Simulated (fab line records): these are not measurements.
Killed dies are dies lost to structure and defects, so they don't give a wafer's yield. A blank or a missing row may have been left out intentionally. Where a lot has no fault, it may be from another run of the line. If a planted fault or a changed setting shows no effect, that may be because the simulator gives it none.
fab line records	flow n5-finfet
record: lots: 7	wafers: 21
route steps=1938 shown BEOL_M6@1204 BEOL_M7@1289 BEOL_M9@1419 BEOL_M11@1573
start-h: hours from the record's first day to the start of the lot's first wafer shown	wait-h: hours elapsed since this lot's preceding step	" repeats the value in the row above	L1.1+2: a single row standing in for several wafers	- either no value or no given start	* or withheld: withheld	< > ~ a bound
route shown NAME@n: names a module that has steps shown in the file, with the first one's number in the route	usual: the fault-free wafers' mean and standard deviation	same: alike in all rows	chamber/n: place in a boat	sites: readings site by site	_std_site: standard deviation across them	_edge_site: outer sites' mean less inner sites'	radius-mm: for every site, how far away it sits from the centre of the wafer	mask NAME#n: copy n	behind: tool/chamber where the wafer was last shaped	hold: what put the lot on hold/how long, in hours/how the hold closed	device: which transistor (n, p or np) failed to switch	end of line: the tests these same wafers got at the end of their route	a step given without rows: its recipe and nothing more	killed: dies that structure and defects cost at the first sort, which is not the same as the wafer's yield	map: shows each die of a wafer: x if killed, . if not, _ if none is there
set.NAME: the setting the step ran with; set.NAME@STEP: the setting that earlier step ran with	model.NAME: the simulator's own value behind a step, which no gauge read
one table per step and one row per wafer, for lots whose settings were changed on purpose
== steps ==
step: N5_BEOL_M6_EXPOSE_08
recipe: mask-id: M6	na: 1.35	source-shape: dipole	sigma-inner: 0.817	sigma-outer: 0.97	polarization: te	dose-mj: 68.25
lot.wafer	tool	chamber	start-h	wait-h	mask	set.dose-mj
L080.2+3+6	arfi-scanner-01	0	210.03	-	M6#0	68.25
L083.4+5	arfi-scanner-01	0	231.89	-	M6#0	68.25
L083.6	"	0	"	"	M6#0	65.06
L084.1+2+4	arfi-scanner-03	0	232.09	-	M6#0	68.25
L085.1+4	arfi-scanner-01	0	250.07	-	M6#0	70.43
L085.3	"	0	"	"	M6#0	68.25
L086.1+5	arfi-scanner-01	0	260.84	-	M6#0	63.81
L086.2	"	0	"	"	M6#0	68.25
L088.3	arfi-scanner-03	0	286.23	-	M6#0	68.25
L088.4+6	"	0	"	"	M6#0	70.23
L092.2+5	arfi-scanner-02	0	296.03	-	M6#0	68.25
L092.3	"	0	"	"	M6#0	69.73
step: N5_BEOL_M6_PEB_09
recipe: peb-temp-c: withheld	peb-time-s: 60	resist: CAR-ArF
step: N5_BEOL_M6_DEVELOP_10
recipe: develop-time-s: 30	developer: TMAH	resist: CAR-ArF	rinse-liquid: diw	dry: air-spin	dev-temp-c: 23
step: N5_BEOL_M6_CD_MEAS_11
recipe: target-cd-nm: 38.5	landing-energy-ev: 500	detector: se-inlens	polarity: opening
usual: cd-nm: 38.5/0.52
lot.wafer	tool	chamber	start-h	wait-h	set.dose-mj@BEOL_M6_EXPOSE_08	cd-nm
L080.2	cd-sem-02	0	210.15	-	68.25	38.2
L080.3	"	0	"	"	68.25	38.1
L080.6	"	0	"	"	68.25	38.3
L083.4	cd-sem-02	0	232.00	-	68.25	39.0
L083.5	"	0	"	"	68.25	38.3
L083.6	"	0	"	"	65.06	36.9
L084.1	cd-sem-03	0	232.22	-	68.25	39.0
L084.2	"	0	"	"	68.25	38.4
L084.4	"	0	"	"	68.25	39.0
L085.1	cd-sem-01	0	250.20	-	70.43	40.3
L085.3	"	0	"	"	68.25	39.2
L085.4	"	0	"	"	70.43	39.8
L086.1	cd-sem-01	0	260.97	-	63.81	35.5
L086.2	"	0	"	"	68.25	38.7
L086.5	"	0	"	"	63.81	34.4
L088.3	cd-sem-01	0	286.35	-	68.25	39.0
L088.4	"	0	"	"	70.23	39.7
L088.6	"	0	"	"	70.23	39.8
L092.2	cd-sem-02	0	296.15	-	68.25	39.0
L092.3	"	0	"	"	69.73	40.2
L092.5	"	0	"	"	68.25	38.7
step: N5_BEOL_M6_DESCUM_16
recipe: chemistry: O2	time-s: 7.9	source-power-w: 50	bias-power-w: 20	pressure-mtorr: 20	rf-frequency-hz: 2.712e+07	temp-c: 40	resist: CAR-ArF	o2-flow-sccm: 225
step: N5_BEOL_M6_ETCH_61
recipe: chemistry: CF4	target: SiARC	target-depth-a: 455	mask-material: CAR-ArF	time-s: 75.8	ion-energy-ev: 80	pressure-mtorr: 40	source-w: 545	bias-w: 36	Ar_flow_sccm: 100	cf4-flow-sccm: 100	ends: cleared
lot.wafer	tool	chamber	start-h	wait-h	set.dose-mj@BEOL_M6_EXPOSE_08	model.BEOL_M6.cd-offset-nm
L080.2	rie-diel-05	0	210.27	0.0	68.25	-0.4
L080.3	"	3	"	"	68.25	0.2
L080.6	"	1	"	"	68.25	-0.6
L083.4	rie-diel-04	0	232.61	0.0	68.25	0.6
L083.5	"	3	"	"	68.25	-0.2
L083.6	"	2	"	"	65.06	-1.8
L084.1	rie-diel-03	3	232.68	0.0	68.25	0.6
L084.2	"	1	"	"	68.25	0.2
L084.4	"	0	"	"	68.25	0
L085.1	rie-diel-05	1	250.32	0.0	70.43	1.6
L085.3	"	3	"	"	68.25	0.8
L085.4	"	1	"	"	70.43	1
L086.1	rie-diel-03	0	261.14	0.0	63.81	-3.2
L086.2	"	3	"	"	68.25	-0.2
L086.5	"	1	"	"	63.81	-4
L088.3	rie-diel-04	3	286.69	0.0	68.25	0.8
L088.4+6	"	0,1	"	"	70.23	1.4
L092.2	rie-diel-03	2	296.27	0.0	68.25	1
L092.3	"	0	"	"	69.73	1.4
L092.5	"	1	"	"	68.25	0.4
step: N5_BEOL_M6_ETCH_62
recipe: chemistry: N2/H2	target: SOC	target-depth-a: 1100	overetch-a: 220	mask-material: SiARC	temp-c: 40	time-s: 165	ion-energy-ev: 200	pressure-mtorr: 30	source-w: 840	bias-w: 150	n2-flow-sccm: 200	h2-flow-sccm: 200
lot.wafer	tool	chamber	start-h	wait-h	set.dose-mj@BEOL_M6_EXPOSE_08	model.BEOL_M6.cd-offset-nm
L080.2	rie-diel-05	0	210.33	0.0	68.25	-0.4
L080.3	"	3	"	"	68.25	-0.2
L080.6	"	1	"	"	68.25	-0.6
L083.4	rie-diel-04	0	232.71	0.1	68.25	0.4
L083.5	"	3	"	"	68.25	-0.4
L083.6	"	2	"	"	65.06	-1.8
L084.1	rie-diel-03	3	232.74	0.0	68.25	0.8
L084.2	"	1	"	"	68.25	1
L084.4	"	0	"	"	68.25	-0.4
L085.1	rie-diel-05	1	250.38	0.0	70.43	1.6
L085.3	"	3	"	"	68.25	0.6
L085.4	"	1	"	"	70.43	0.8
L086.1	rie-diel-03	0	261.20	0.0	63.81	-3.4
L086.2	"	3	"	"	68.25	-0.2
L086.5	"	1	"	"	63.81	-3.2
L088.3	rie-diel-04	3	286.75	0.0	68.25	0.4
L088.4	"	0	"	"	70.23	1.4
L088.6	"	1	"	"	70.23	1.6
L092.2	rie-diel-03	2	296.33	0.0	68.25	0.6
L092.3	"	0	"	"	69.73	0.8
L092.5	"	1	"	"	68.25	0.4
step: N5_BEOL_M6_STRIP_68
recipe: chemistry: N2/H2	temp-c: 40	n2-flow-sccm: 200	h2-flow-sccm: 200	rf-frequency-hz: 6e+07
step: N5_BEOL_M6_STRIP_67
recipe: chemistry: CF4	resist: SiARC	power-w: 300	bias-power-w: 75	pressure-mtorr: 50	cf4-flow-sccm: 150	rf-frequency-hz: 6e+07
step: N5_BEOL_M6_HM_OPEN_17
recipe: chemistry: Cl2/BCl3	target-depth-a: 200	overetch-a: 60	target: TiN	mask-material: SOC	ion-energy-ev: 150	pressure-mtorr: 10	icp-w: 1000	bias-w: 126	Cl2_flow_sccm: 53.25	bcl3-flow-sccm: 21.75	Ar_flow_sccm: 25
step: N5_BEOL_M6_STRIP_19
recipe: chemistry: O2	power-w: 400	temp-c: 40	pressure-mtorr: 30	rf-frequency-hz: 6e+07	bias-power-w: 0	overash-fraction: 0.2	o2-flow-sccm: 225
step: N5_BEOL_M6_CD_MEAS_18
recipe: pitch-nm: 80	target-cd-nm: 40
usual: cd-nm: 39.9/0.57
lot.wafer	tool	chamber	start-h	wait-h	set.dose-mj@BEOL_M6_EXPOSE_08	cd-nm
L080.2	cd-sem-03	-	210.70	0.1	68.25	39.9
L080.3	"	-	"	"	68.25	39.9
L080.6	"	-	"	"	68.25	39.5
L083.4	cd-sem-03	-	233.01	0.0	68.25	40.2
L083.5	"	-	"	"	68.25	39.3
L083.6	"	-	"	"	65.06	38.4
L084.1	cd-sem-01	-	233.10	0.0	68.25	40.9
L084.2	"	-	"	"	68.25	41.0
L084.4	"	-	"	"	68.25	39.3
L085.1	cd-sem-03	-	250.88	0.0	70.43	41.5
L085.3	"	-	"	"	68.25	40.4
L085.4	"	-	"	"	70.43	40.6
L086.1	cd-sem-01	-	261.56	0.0	63.81	36.1
L086.2	"	-	"	"	68.25	39.5
L086.5	"	-	"	"	63.81	36.5
L088.3	cd-sem-01	-	287.12	0.1	68.25	40.1
L088.4	"	-	"	"	70.23	41.3
L088.6	"	-	"	"	70.23	41.7
L092.2	cd-sem-01	-	296.70	0.1	68.25	40.6
L092.3	"	-	"	"	69.73	41.3
L092.5	"	-	"	"	68.25	40.7
step: N5_BEOL_M6_COAT_63
recipe: resist: SOC	temp-c: 250	time-s: 60	spin-rpm: 1500	resist-thk-nm: 60
step: N5_BEOL_M6_COAT_64
recipe: resist: SiARC	temp-c: 220	time-s: 60	spin-rpm: 1500	resist-thk-nm: 12
step: N5_BEOL_M6_PRECLEAN_42
recipe: chemistry: residue-remover	time-s: 60	temp-c: 40
step: N5_BEOL_M6_SRD_43
recipe: time-s: 30	temp-c: 23	rinse-liquid: diw	dry: ipa-marangoni
step: N5_BEOL_M6_CD_MEAS_35
recipe: target-cd-nm: 40	target-cd-y-nm: 28	polarity: opening
usual: cd-nm: 40.0/0.6
lot.wafer	tool	chamber	start-h	wait-h	set.dose-mj@BEOL_M6_EXPOSE_08	cd-nm
L080.2	cd-sem-03	-	212.46	0.0	68.25	39.6
L080.3	"	-	"	"	68.25	39.8
L080.6	"	-	"	"	68.25	39.4
L083.4	cd-sem-03	-	234.38	0.0	68.25	40.8
L083.5	"	-	"	"	68.25	39.8
L083.6	"	-	"	"	65.06	38.0
L084.1	cd-sem-03	-	234.61	0.0	68.25	41.1
L084.2	"	-	"	"	68.25	41.0
L084.4	"	-	"	"	68.25	39.5
L085.1	cd-sem-03	-	254.20	0.0	70.43	41.5
L085.3	"	-	"	"	68.25	40.4
L085.4	"	-	"	"	70.43	41.0
L086.1	cd-sem-02	-	265.99	0.0	63.81	36.4
L086.2	"	-	"	"	68.25	39.5
L086.5	"	-	"	"	63.81	36.6
L088.3	cd-sem-02	-	292.26	0.0	68.25	40.3
L088.4	"	-	"	"	70.23	41.4
L088.6	"	-	"	"	70.23	41.6
L092.2	cd-sem-03	-	298.62	0.0	68.25	40.9
L092.3	"	-	"	"	69.73	41.0
L092.5	"	-	"	"	68.25	40.8
step: N5_BEOL_M7_COAT_71
recipe: resist: underlayer	temp-c: 205	time-s: 60	spin-rpm: 1500	resist-thk-nm: 5
lot.wafer	tool	chamber	start-h	wait-h	set.spin-rpm
L080.2+3	litho-track-03	0	-	-	1380
L080.6	"	0	"	"	1500
L083.4+5+6	litho-track-02	0	-	-	1349
L084.1+2+4	litho-track-04	0	-	-	1500
L085.1+4	litho-track-04	0	-	-	1500
L085.3	"	0	"	"	1374
L086.1+5	litho-track-03	0	-	-	1409
L086.2	"	0	"	"	1500
L088.3	litho-track-04	0	-	-	1500
L088.4+6	"	0	"	"	1637
L092.2+5	litho-track-02	0	-	-	1420
L092.3	"	0	"	"	1500
step: N5_BEOL_M7_DESCUM_33
recipe: chemistry: O2	time-s: 7	source-power-w: 50	bias-power-w: 20	pressure-mtorr: 20	rf-frequency-hz: 2.712e+07	temp-c: 40	resist: CAR-EUV	o2-flow-sccm: 225
lot.wafer	tool	chamber	start-h	wait-h	set.time-s	model.CAR-EUV_of_BEOL_M7_COAT_22.thk-nm
L080.2+3	rie-diel-02	0,1	220.15	0.3	5.52	26.8
L080.6	"	2	"	"	7	26
L083.4+5	rie-diel-06	2,0	241.55	0.2	7	26.2
L083.6	"	3	"	"	7	26
L084.1+2	rie-diel-01	3,2	241.70	0.2	7	26
L084.4	"	0	"	"	7	26.2
L085.1+4	rie-diel-02	3,2	265.02	0.0	5.589	27
L085.3	"	0	"	"	7	26.2
L086.1	rie-diel-06	2	275.17	0.8	6.398	26.6
L086.2	"	3	"	"	7	26.2
L086.5	"	2	"	"	6.398	26.4
L088.3+6	rie-diel-01	1,3	298.08	0.0	7	26
L088.4	"	3	"	"	7	26.2
L092.2+3+5	rie-diel-02	3,1,1	306.39	0.0	5.552	26.8
step: N5_BEOL_M7_ETCH_72
recipe: chemistry: N2/H2	target: underlayer	target-depth-a: 65	mask-material: CAR-EUV	time-s: 5.2	ion-energy-ev: 200	pressure-mtorr: 30	source-w: 840	bias-w: 150	n2-flow-sccm: 200	h2-flow-sccm: 200	ends: cleared
lot.wafer	tool	chamber	start-h	wait-h	set.spin-rpm@BEOL_M7_COAT_71	model.etch.depth-nm
L080.2	rie-diel-02	0	220.18	0.0	1380	5.207
L080.3	"	1	"	"	1380	5.213
L080.6	"	2	"	"	1500	4.998
L083.4	rie-diel-06	2	241.58	0.0	1349	5.281
L083.5	"	0	"	"	1349	5.285
L083.6	"	3	"	"	1349	5.299
L084.1	rie-diel-01	3	241.74	0.0	1500	4.996
L084.2	"	2	"	"	1500	4.994
L084.4	"	0	"	"	1500	4.989
L085.1	rie-diel-02	3	265.05	0.0	1500	4.996
L085.3	"	0	"	"	1374	5.22
L085.4	"	2	"	"	1500	4.992
L086.1	rie-diel-06	2	275.23	0.0	1409	5.189
L086.2	"	3	"	"	1500	5.03
L086.5	"	2	"	"	1409	5.184
L088.3	rie-diel-01	1	298.12	0.0	1500	5.02
L088.4	"	3	"	"	1637	4.794
L088.6	"	3	"	"	1637	4.785
L092.2	rie-diel-02	3	306.43	0.0	1420	5.135
L092.3	"	1	"	"	1500	4.999
L092.5	"	1	"	"	1420	5.14
step: N5_BEOL_M7_ETCH_65
recipe: chemistry: CF4	target: SiARC	target-depth-a: 156	mask-material: CAR-EUV	time-s: 26	ion-energy-ev: 80	pressure-mtorr: 40	source-w: 545	bias-w: 36	Ar_flow_sccm: 100	cf4-flow-sccm: 100	ends: cleared
lot.wafer	tool	chamber	start-h	wait-h	set.spin-rpm@BEOL_M7_COAT_71	set.time-s@BEOL_M7_DESCUM_33	model.CAR-EUV_of_BEOL_M7_COAT_22.thk-nm
L080.2+3	rie-diel-02	0,1	220.20	0.0	1380	5.52	11.6
L080.6	"	2	"	"	1500	7	11.2
L083.4+5+6	rie-diel-06	2,0,3	241.60	0.0	1349	7	10.8
L084.1+2+4	rie-diel-01	3,2,0	241.75	0.0	1500	7	11.2
L085.1+4	rie-diel-02	3,2	265.07	0.0	1500	5.589	12.2
L085.3	"	0	"	"	1374	7	11.2
L086.1+5	rie-diel-06	2	275.25	0.0	1409	6.398	11.2
L086.2	"	3	"	"	1500	7	11.2
L088.3	rie-diel-01	1	298.14	0.0	1500	7	11.2
L088.4+6	"	3	"	"	1637	7	11.4
L092.2+5	rie-diel-02	3,1	306.45	0.0	1420	5.552	11.6
L092.3	"	1	"	"	1500	5.552	12
step: N5_BEOL_M9_ETCH_62
recipe: chemistry: N2/H2	target: SOC	target-depth-a: 1100	overetch-a: 220	mask-material: SiARC	temp-c: 40	time-s: 165	ion-energy-ev: 200	pressure-mtorr: 30	source-w: 840	bias-w: 150	n2-flow-sccm: 200	h2-flow-sccm: 200
lot.wafer	tool	chamber	start-h	wait-h	set.time-s	model.SiARC_of_BEOL_M9_COAT_60.thk-nm
L080.2	rie-diel-06	2	238.77	0.0	165	23.6
L080.3	"	1	"	"	137.4	24.4
L080.6	"	1	"	"	165	23.4
L083.4+6	rie-diel-01	1,2	261.41	0.0	165	23.2
L083.5	"	3	"	"	165	23.8
L084.1+4	rie-diel-01	0,3	261.99	0.0	165	23.8
L084.2	"	1	"	"	165	23.4
L085.1+4	rie-diel-01	2,1	283.38	0.0	194.2	22.4
L085.3	"	0	"	"	194.2	22.8
L086.1	rie-diel-02	2	293.23	0.0	128.9	25
L086.2	"	0	"	"	165	23.4
L086.5	"	3	"	"	165	23.6
L088.3+6	rie-diel-01	2	313.22	0.0	165	23.2
L088.4	"	0	"	"	165	23.6
L092.2+5	rie-diel-01	3,0	323.26	0.0	165	24
L092.3	"	0	"	"	165	23.8
step: N5_BEOL_M9_COAT_64
recipe: resist: SiARC	temp-c: 220	time-s: 60	spin-rpm: 1500	resist-thk-nm: 12
lot.wafer	tool	chamber	start-h	wait-h	set.spin-rpm	model.SiARC_of_BEOL_M9_COAT_64.thk-nm
L080.2+3	litho-track-04	0	-	-	1500	12
L080.6	"	0	"	"	1399	12.4
L084.1+2+4	litho-track-01	0	-	-	1500	12
L083.4+5+6	litho-track-04	0	-	-	1500	12
L085.1+3+4	litho-track-04	0	-	-	1500	12
L086.1	litho-track-04	0	-	-	1500	12
L086.2+5	"	0	"	"	1656	11.4
L088.3+4	litho-track-01	0	-	-	1591	11.6
L088.6	"	0	"	"	1500	12
L092.2+3+5	litho-track-03	0	-	-	1500	12
step: N5_BEOL_M9_COAT_75
recipe: resist: underlayer	temp-c: 205	time-s: 60	spin-rpm: 1500	resist-thk-nm: 5
step: N5_BEOL_M9_COAT_22
recipe: resist: CAR-EUV	spin-rpm: 1500	resist-thk-nm: 30
step: N5_BEOL_M9_DESCUM_33
recipe: chemistry: O2	time-s: 7	source-power-w: 50	bias-power-w: 20	pressure-mtorr: 20	rf-frequency-hz: 2.712e+07	temp-c: 40	resist: CAR-EUV	o2-flow-sccm: 225
step: N5_BEOL_M9_ETCH_76
recipe: chemistry: N2/H2	target: underlayer	target-depth-a: 65	mask-material: CAR-EUV	time-s: 5.2	ion-energy-ev: 200	pressure-mtorr: 30	source-w: 840	bias-w: 150	n2-flow-sccm: 200	h2-flow-sccm: 200	ends: cleared
step: N5_BEOL_M9_ETCH_65
recipe: chemistry: CF4	target: SiARC	target-depth-a: 156	mask-material: CAR-EUV	time-s: 26	ion-energy-ev: 80	pressure-mtorr: 40	source-w: 545	bias-w: 36	Ar_flow_sccm: 100	cf4-flow-sccm: 100	ends: cleared
usual: etch-rf-on-time-s: 25.9/0.53
lot.wafer	tool	chamber	start-h	wait-h	set.spin-rpm@BEOL_M9_COAT_64	etch-rf-on-time-s	model.etch.depth-nm
L080.2	rie-diel-02	2	241.38	0.0	1500	25.6	11.98
L080.3	"	1	"	"	1500	25.3	12.02
L080.6	"	3	"	"	1399	26.9	12.44
L084.1	rie-diel-06	3	263.84	0.0	1500	26.1	12.1
L084.2	"	2	"	"	1500	25.6	12.1
L084.4	"	3	"	"	1500	25.8	12.06
L083.4	rie-diel-02	2	263.97	0.0	1500	26.1	12.03
L083.5	"	1	"	"	1500	24.9	12.01
L083.6	"	0	"	"	1500	25.1	12.02
L085.1	rie-diel-06	3	285.36	0.0	1500	26.0	12.03
L085.3	"	0	"	"	1500	25.6	12
L085.4	"	3	"	"	1500	26.1	12.05
L086.1	rie-diel-01	3	295.46	0.0	1500	26.9	11.96
L086.2	"	1	"	"	1656	24.3	11.39
L086.5	"	2	"	"	1656	24.3	11.4
L088.3	rie-diel-06	2	315.61	0.0	1591	24.8	11.69
L088.4	"	3	"	"	1591	25.2	11.69
L088.6	"	3	"	"	1500	25.8	11.98
L092.2	rie-diel-02	2	325.20	0.0	1500	26.3	12.02
L092.3	"	3	"	"	1500	26.5	12.03
L092.5	"	0	"	"	1500	25.5	12.01
step: N5_BEOL_M9_ETCH_66
recipe: chemistry: N2/H2	target: SOC	target-depth-a: 800	overetch-a: 160	mask-material: SiARC	temp-c: 40	time-s: 120	ion-energy-ev: 200	pressure-mtorr: 30	source-w: 840	bias-w: 150	n2-flow-sccm: 200	h2-flow-sccm: 200
lot.wafer	tool	chamber	start-h	wait-h	set.spin-rpm@BEOL_M9_COAT_64	model.SiARC_of_BEOL_M9_COAT_64.thk-nm
L080.2	rie-diel-02	2	241.41	0.0	1500	6.2
L080.3	"	1	"	"	1500	6
L080.6	"	3	"	"	1399	7
L084.1+4	rie-diel-06	3	263.88	0.0	1500	6.4
L084.2	"	2	"	"	1500	6.6
L083.4	rie-diel-02	2	264.00	0.0	1500	6.4
L083.5+6	"	1,0	"	"	1500	6.2
L085.1+3+4	rie-diel-06	3,0,3	285.39	0.0	1500	6.4
L086.1	rie-diel-01	3	295.49	0.0	1500	6.6
L086.2	"	1	"	"	1656	5.8
L086.5	"	2	"	"	1656	5.6
L088.3	rie-diel-06	2	315.63	0.0	1591	6.2
L088.4	"	3	"	"	1591	6
L088.6	"	3	"	"	1500	6.4
L092.2	rie-diel-02	2	325.23	0.0	1500	6.4
L092.3	"	3	"	"	1500	6.6
L092.5	"	0	"	"	1500	6.2
step: N5_BEOL_M11_ETCH_66
recipe: chemistry: N2/H2	target: SOC	target-depth-a: 1200	overetch-a: 240	mask-material: SiARC	temp-c: 40	time-s: 180	ion-energy-ev: 200	pressure-mtorr: 30	source-w: 840	bias-w: 150	n2-flow-sccm: 200	h2-flow-sccm: 200
lot.wafer	tool	chamber	start-h	wait-h	set.time-s	model.SiARC_of_BEOL_M11_COAT_64.thk-nm
L080.2	rie-diel-06	3	264.74	0.1	145.8	24
L080.3	"	2	"	"	145.8	24.4
L080.6	"	2	"	"	180	22.8
L084.1	rie-diel-02	1	281.17	0.0	180	22.4
L084.2	"	3	"	"	180	23.2
L084.4	"	2	"	"	180	22.8
L083.4	rie-diel-01	3	281.63	0.0	180	23.2
L083.5	"	2	"	"	180	22.8
L083.6	"	1	"	"	200.2	22
L085.1	rie-diel-01	1	302.26	0.0	180	22.8
L085.3	"	0	"	"	180	23.2
L085.4	"	3	"	"	192.9	22.6
L086.1+5	rie-diel-01	2	311.91	0.0	180	22.6
L086.2	"	1	"	"	180	22.8
L088.3	rie-diel-01	3	332.71	0.0	153	24.2
L088.4	"	0	"	"	180	23
L088.6	"	2	"	"	153	23.8
L092.2	rie-diel-06	2	338.97	0.0	180	23
L092.3	"	3	"	"	155.3	23.8
L092.5	"	1	"	"	180	22.8
step: N5_BEOL_M11_ETCH_41
recipe: chemistry: CH3F/O2	target: SiCN	target-depth-a: 426	taper-deg: 2	time-s: 86	ion-energy-ev: 120	mask-material: TiN	pressure-mtorr: 30	source-w: 395	bias-w: 75	Ar_flow_sccm: 150	CH3F_flow_sccm: 30	O2_flow_sccm: 20
lot.wafer	tool	chamber	start-h	wait-h	set.time-s	model.etch.depth-nm
L080.2	rie-diel-06	3	-	-	70.92	26.97
L080.3	"	2	"	"	86	32.86
L080.6	"	2	"	"	70.92	26.69
L084.1	rie-diel-02	1	-	-	86	33.42
L084.2	"	3	"	"	86	32.18
L084.4	"	2	"	"	86	32.89
L083.4	rie-diel-01	3	-	-	93.91	34.56
L083.5	"	2	"	"	93.91	36.63
L083.6	"	1	"	"	86	33.08
L085.1	rie-diel-01	1	-	-	86	33.07
L085.3	"	0	"	"	75.24	28.39
L085.4	"	3	"	"	86	32.12
L086.1	rie-diel-01	2	-	-	74.89	28.35
L086.2	"	1	"	"	86	32.18
L086.5	"	2	"	"	86	32.9
L088.3	rie-diel-01	3	-	-	93.47	34.55
L088.4	"	0	"	"	86	32.03
L088.6	"	2	"	"	86	32.79
L092.2	rie-diel-06	2	-	-	86	32.41
L092.3	"	3	"	"	86	32.47
L092.5	"	1	"	"	86	32.18
== key ==
split: step: N5_BEOL_M6_EXPOSE_08	setting: dose-mj	stated: 68.25	by: wafer
response: step: N5_BEOL_M6_CD_MEAS_11	reading: cd-nm	change: +0.459	per: 1%	r: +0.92
response: step: N5_BEOL_M6_ETCH_61	reading: model.BEOL_M6.cd-offset-nm	change: +0.415	per: 1%	r: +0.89
response: step: N5_BEOL_M6_ETCH_62	reading: model.BEOL_M6.cd-offset-nm	change: +0.392	per: 1%	r: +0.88
response: step: N5_BEOL_M6_CD_MEAS_18	reading: cd-nm	change: +0.402	per: 1%	r: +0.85
response: step: N5_BEOL_M6_CD_MEAS_35	reading: cd-nm	change: +0.425	per: 1%	r: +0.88
split: step: N5_BEOL_M7_COAT_71	setting: spin-rpm	stated: 1500	by: wafer
response: step: N5_BEOL_M7_ETCH_72	reading: model.etch.depth-nm	change: -0.0261	per: 1%	r: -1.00
response: step: N5_BEOL_M7_ETCH_65	reading: model.CAR-EUV_of_BEOL_M7_COAT_22.thk-nm	shape: bent	at-lowest: 10.8	at-stated: 11.51	at-highest: 11.4
split: step: N5_BEOL_M7_DESCUM_33	setting: time-s	stated: 7	by: wafer
response: step: N5_BEOL_M7_DESCUM_33	reading: model.CAR-EUV_of_BEOL_M7_COAT_22.thk-nm	change: -0.0384	per: 1%	r: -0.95
response: step: N5_BEOL_M7_ETCH_65	reading: model.CAR-EUV_of_BEOL_M7_COAT_22.thk-nm	slope: -0.033	per: 1%	together-with: spin-rpm@BEOL_M7_COAT_71	explained: 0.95
split: step: N5_BEOL_M9_ETCH_62	setting: time-s	stated: 165	by: wafer
response: step: N5_BEOL_M9_ETCH_62	reading: model.SiARC_of_BEOL_M9_COAT_60.thk-nm	change: -0.0631	per: 1%	r: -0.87
split: step: N5_BEOL_M9_COAT_64	setting: spin-rpm	stated: 1500	by: wafer
response: step: N5_BEOL_M9_COAT_64	reading: model.SiARC_of_BEOL_M9_COAT_64.thk-nm	change: -0.0597	per: 1%	r: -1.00
response: step: N5_BEOL_M9_ETCH_65	reading: etch-rf-on-time-s	change: *	per: 1%	r: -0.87
response: step: N5_BEOL_M9_ETCH_65	reading: model.etch.depth-nm	change: -0.0561	per: 1%	r: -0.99
response: step: N5_BEOL_M9_ETCH_66	reading: model.SiARC_of_BEOL_M9_COAT_64.thk-nm	change: -0.0906	per: 1%	r: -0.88
split: step: N5_BEOL_M11_ETCH_66	setting: time-s	stated: 180	by: wafer
response: step: N5_BEOL_M11_ETCH_66	reading: model.SiARC_of_BEOL_M11_COAT_64.thk-nm	change: -0.0715	per: 1%	r: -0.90
split: step: N5_BEOL_M11_ETCH_41	setting: time-s	stated: 86	by: wafer
response: step: N5_BEOL_M11_ETCH_41	reading: model.etch.depth-nm	change: +0.322	per: 1%	r: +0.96
